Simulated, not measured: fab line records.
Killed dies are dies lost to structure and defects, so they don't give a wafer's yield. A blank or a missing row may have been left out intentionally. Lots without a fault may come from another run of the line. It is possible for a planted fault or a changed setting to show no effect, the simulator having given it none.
A lot that was struck, set against a sound lot + flow nandHarc + 14 out of 1159 route steps
Sound: these wafers, L175.1, L175.5, L175.6. Struck: wafers L183.1, L183.4, L183.6. The cause comes at the end.
Order at every step that has rows: each side's tool, ch and its chambers, its first start. Under that, the readings that differ: sound wafers + struck wafers + difference of the means + sigmas: that difference in standard deviations of wafers without a fault.
alike: readings whose means differ by less than 2 such deviations, and words and numbers that are the same on both sides. not compared: withheld readings, readings that some wafer has no value for, bounds like >300 that may hide the same value, and numbers for which the record gives no deviation and whose values overlap.
Wherever a step has rows on one side only, a row that says differs or no value, or a row with sigmas, the two part there. Non-overlapping numbers with no deviation appear without sigmas and do not part them. A reading that every wafer of one side lacks parts them only if that side has two wafers or more.

first, 1 step without rows for these wafers: NHARC_A_CHANNEL_HOLE_D1_STRIP_43 (strips in O2/COS).
NHARC_A_CHANNEL_HOLE_D1_ETCH_44: etches the open film in CF4/O2, target depth 140 nm, overetch 14 nm, time 77 s.
  sound on rieDiel-13 ch 1,2,3, day 10 07:16; struck on rieDiel-08 ch 1,2, day 11 18:38
  alike: biasW, drypumpMotorCurrentA, oes_o_777_au, oesProductAu, rfFwdPowerW, rfVppV, showerheadPlenumPTorr, throttleValvePct
  not compared: rfHoursCounterH
then, 3 steps without rows for these wafers: NHARC_A_CHANNEL_HOLE_D1_STRIP_27 (strips in O2); NHARC_A_CHANNEL_HOLE_D1_PRECLEAN_28 (cleans in SC1); NHARC_A_CHANNEL_HOLE_D1_SRD_29.
NHARC_A_CHANNEL_HOLE_D1_CD_MEAS_30:
  sound: cdSem-03 at day 10 08:02; struck: cdSem-02 at day 11 19:26
  alike: cdNm
NHARC_A_CHANNEL_HOLE_D1_XSEM_31:
  sound on xsem-02 ch 0, day 10 08:08; struck on xsem-01 ch 0, day 11 19:31
  alike: botCdNm, bowNm, tiltDeg
NHARC_A_CHANNEL_HOLE_D1_INSPECT_40:
  sound: defectInspect-01 at day 10 08:14; struck: defectInspect-01 at day 11 19:37
  alike: rawDefectCount
then, 2 steps without rows for these wafers: NHARC_A_CHANNEL_FILL_D1_PRECLEAN_00 (cleans in SC1); NHARC_A_CHANNEL_FILL_D1_SRD_01.
NHARC_A_CHANNEL_FILL_D1_ALD_02: deposits SiO2, target thk 6 nm, pulse time 10 s, ald cycles 60.
  sound on aldHk-03 ch 1,2, day 10 08:25; struck on aldHk-03 ch 0,1,2, day 11 22:15
  alike: aldCycles, heaterPowerW, precursorPulseHeightRel, susceptorTempC
NHARC_A_CHANNEL_FILL_D1_ALD_03: deposits SiNx, target thk 6 nm, pulse time 60 s, ald cycles 58.
  sound on aldSinBatch-03 ch 0; struck on aldSinBatch-02 ch 0
  alike: aldCycles, precursorPulseHeightRel, susceptorTempC
NHARC_A_CHANNEL_FILL_D1_ALD_14: deposits SiO2, target thk 2.5 nm, pulse time 10 s, ald cycles 25.
  sound on aldHk-02 ch 1,2,3, day 10 16:30; struck on aldHk-04 ch 0,1,3, day 12 05:46
| reading            | sound                | struck   | difference                    | sigmas |
|--------------------|----------------------|----------|-------------------------------|--------|
| aldCycles          | 25 25 25             | 32 32 32 | +7                            |        |
| susceptorTempC (C) | 299.80 300.03 299.85 | - - -    | no value on the struck wafers |        |
  alike: heaterPowerW, precursorPulseHeightRel
NHARC_A_CHANNEL_FILL_D1_ALD_15: deposits SiNx, target thk 2 nm, pulse time 60 s, ald cycles 19.
  sound on aldSinBatch-03 ch 0, day 10 19:42; struck on aldSinBatch-03 ch 0
| reading            | sound | struck            | difference                   | sigmas |
|--------------------|-------|-------------------|------------------------------|--------|
| susceptorTempC (C) | - - - | 630.3 630.0 630.0 | no value on the sound wafers |        |
  alike: aldCycles, precursorPulseHeightRel

== WHERE THEY PART ==
Earliest at NHARC_A_CHANNEL_FILL_D1_ALD_14; latest, in this record, at NHARC_A_CHANNEL_FILL_D1_ALD_15.

WHY: whatever the simulator had introduced
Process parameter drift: aldHk-04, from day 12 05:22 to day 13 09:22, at NHARC_A_CHANNEL_FILL_D1_ALD_14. A move of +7 in setting aldCycles, from 25. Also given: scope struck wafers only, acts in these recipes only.
